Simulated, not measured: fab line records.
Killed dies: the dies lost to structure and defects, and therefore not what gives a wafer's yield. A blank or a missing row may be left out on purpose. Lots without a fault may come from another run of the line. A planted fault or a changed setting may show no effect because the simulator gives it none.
The tool behind it: which one? | flow n5_finfet | Sampling: 12 lots, 36 wafers, 4 of 1938 route steps

WHAT THE GAUGES SHOWED, per wafer
The record lacks any reading of a measuring or inspecting step that a usual standard deviation could be used to judge.

TOOL THAT RAN EACH LOT (tool first, then ch and the chambers of the sampled wafers, then the start)
lot  | N5_BEOL_M14_ECD_47             | N5_PASSIVATION_DEGAS_18      | N5_PASSIVATION_PECVD_35         | N5_PASSIVATION_PROBE_49
L741 | ecd_cu-01 ch 0,1, day 12 20:29 | pvd_sputter-03, day 13 19:05 | pecvd-01 ch 0,2, day 13 21:13   | -
L743 | ecd_cu-01 ch 0,1, day 13 20:18 | pvd_sputter-01, day 14 13:35 | pecvd-03 ch 0,1,2, day 14 15:43 | -
L748 | ecd_cu-01 ch 0,1, day 14 04:55 | pvd_sputter-02, day 14 21:20 | pecvd-01 ch 0,2, day 14 23:56   | -
L746 | ecd_cu-01 ch 0,1, day 14 13:26 | pvd_sputter-01, day 15 05:05 | pecvd-02 ch 0,1, day 15 07:04   | -
L749 | ecd_cu-01 ch 0,1, day 15 05:07 | pvd_sputter-02, day 15 21:53 | pecvd-03 ch 0,2, day 16 00:01   | -
L750 | ecd_cu-01 ch 0,1, day 15 11:24 | pvd_sputter-03, day 16 03:23 | pecvd-01 ch 0,1,2, day 16 05:26 | prober-02, day 16 09:07
L752 | ecd_cu-01 ch 1, day 16 09:45   | pvd_sputter-02, day 17 04:19 | pecvd-01 ch 0,1, day 17 06:19   | prober-02, day 17 09:58
L760 | ecd_cu-02 ch 1, day 18 09:11   | pvd_sputter-01, day 19 00:22 | pecvd-02 ch 1,2, day 19 02:59   | -
L759 | ecd_cu-01 ch 0,1, day 19 00:15 | pvd_sputter-01, day 19 23:05 | pecvd-02 ch 0,1,2, day 20 01:11 | -
L763 | ecd_cu-01 ch 0,1, day 19 13:27 | pvd_sputter-03, day 20 03:14 | pecvd-03 ch 0,1,2, day 20 05:24 | -
L761 | ecd_cu-02 ch 0,1, day 19 13:43 | pvd_sputter-01, day 20 03:09 | pecvd-01 ch 1,2, day 20 05:14   | -
L762 | ecd_cu-01 ch 0,1, day 20 00:08 | pvd_sputter-03, day 20 16:48 | pecvd-02 ch 0,2, day 20 19:04   | -
- N5_BEOL_M14_ECD_47: material Cu, target thk 1248 nm.
- N5_PASSIVATION_DEGAS_18: time 60 s.
- N5_PASSIVATION_PECVD_35: deposits SiNx from SiH4/NH3/N2, target thk 700 nm, time 151.3 s.
- N5_PASSIVATION_PROBE_49

AS READ BY THE TOOLS THEMSELVES (means over the sampled wafers that have a number; for cases with no such wafer, the mark the record gives instead)
N5_PASSIVATION_DEGAS_18.
lot  | tool           | heater_power_w (W) | susceptor_temp_C (C)
L741 | pvd_sputter-03 | 449                | 300.24
L743 | pvd_sputter-01 | 416                | 299.95
L748 | pvd_sputter-02 | 441                | 299.88
L746 | pvd_sputter-01 | 451                | 299.97
L749 | pvd_sputter-02 | 441                | 300.10
L750 | pvd_sputter-03 | 437                | 299.99
L752 | pvd_sputter-02 | 441                | 300.09
L760 | pvd_sputter-01 | 452                | 299.86
L759 | pvd_sputter-01 | 427                | 299.99
L763 | pvd_sputter-03 | 390                | 299.88
L761 | pvd_sputter-01 | 417                | 300.10
L762 | pvd_sputter-03 | 469                | 299.86

N5_PASSIVATION_PECVD_35.
lot  | tool     | heater_power_outer_w (W) | heater_power_w (W) | showerhead_plenum_p_Torr (Torr) | susceptor_temp_C (C) | throttle_valve_pct (%)
L741 | pecvd-01 | 170                      | 366                | 8.65                            | 399.95               | 27.1
L743 | pecvd-03 | 271                      | 493                | 8.67                            | 400.07               | 29.5
L748 | pecvd-01 | 174                      | 355                | 8.62                            | 399.76               | 27.8
L746 | pecvd-02 | 102                      | 323                | 8.71                            | 400.16               | 31.4
L749 | pecvd-03 | 240                      | 444                | 8.67                            | 399.91               | 28.9
L750 | pecvd-01 | 165                      | 369                | 8.66                            | 399.82               | 28.4
L752 | pecvd-01 | 143                      | 355                | 8.66                            | 400.13               | 29.1
L760 | pecvd-02 | 128                      | 346                | 8.69                            | 399.81               | 27.9
L759 | pecvd-02 | 149                      | 370                | 8.71                            | 400.37               | 29.1
L763 | pecvd-03 | 243                      | 455                | 8.69                            | 400.27               | 29.6
L761 | pecvd-01 | 180                      | 419                | 8.71                            | 400.09               | 28.7
L762 | pecvd-02 | 102                      | 292                | 8.70                            | 400.15               | 30.3

N5_PASSIVATION_PROBE_49.
lot  | tool      | defect_limited_yield (%) | killed_at_M0_to_M3 | killed_at_M4_up | killed_at_contacts | killed_at_front_end | killed_at_other | killed_dies | killed_on_rim | killed_open | killed_short | sort_bin_5_function (%) | sort_bin_6_memory (%) | sort_n_pass | sort_yield_pct (%)
L750 | prober-02 | 73.6                     | 26                 | 231             | 17                 | 35                  | 2.3             | 311         | 41            | 58          | 27           | 16.4                    | 8.0                   | 869         | 73.6
L752 | prober-02 | 36.7                     | 28                 | 687             | 8                  | 22                  | 1.7             | 747         | 96            | 46          | 21           | 41.1                    | 17.1                  | 433         | 36.7

THE ANSWER, worked out from the rows above alone
Rule: the usual values come from the lots themselves. The widest of any qualifying gaps counts: lots, ordered by their means at a reading, are off when they make up no more than a third of the lots, leave a main group of 4 or more, and stand apart from it by 3 or more times the standard deviation of that group's means. The tables above print the reading to a certain number of digits; a main group whose means all agree to those digits is not used. Also off: a lot with no number at a reading for which 4 or more lots have one. The other lots that the step has rows for count as sound. First the gauges in route order, then the tools' own readings, where a lot's mean is used as printed above. The first step at which some lot is off is used, and at that step the reading that is off furthest; a lot without a number counts as furthest.
No lot is off on any of the readings shown, so nothing can be concluded from this.

WHAT THE SIMULATOR HAD INSERTED
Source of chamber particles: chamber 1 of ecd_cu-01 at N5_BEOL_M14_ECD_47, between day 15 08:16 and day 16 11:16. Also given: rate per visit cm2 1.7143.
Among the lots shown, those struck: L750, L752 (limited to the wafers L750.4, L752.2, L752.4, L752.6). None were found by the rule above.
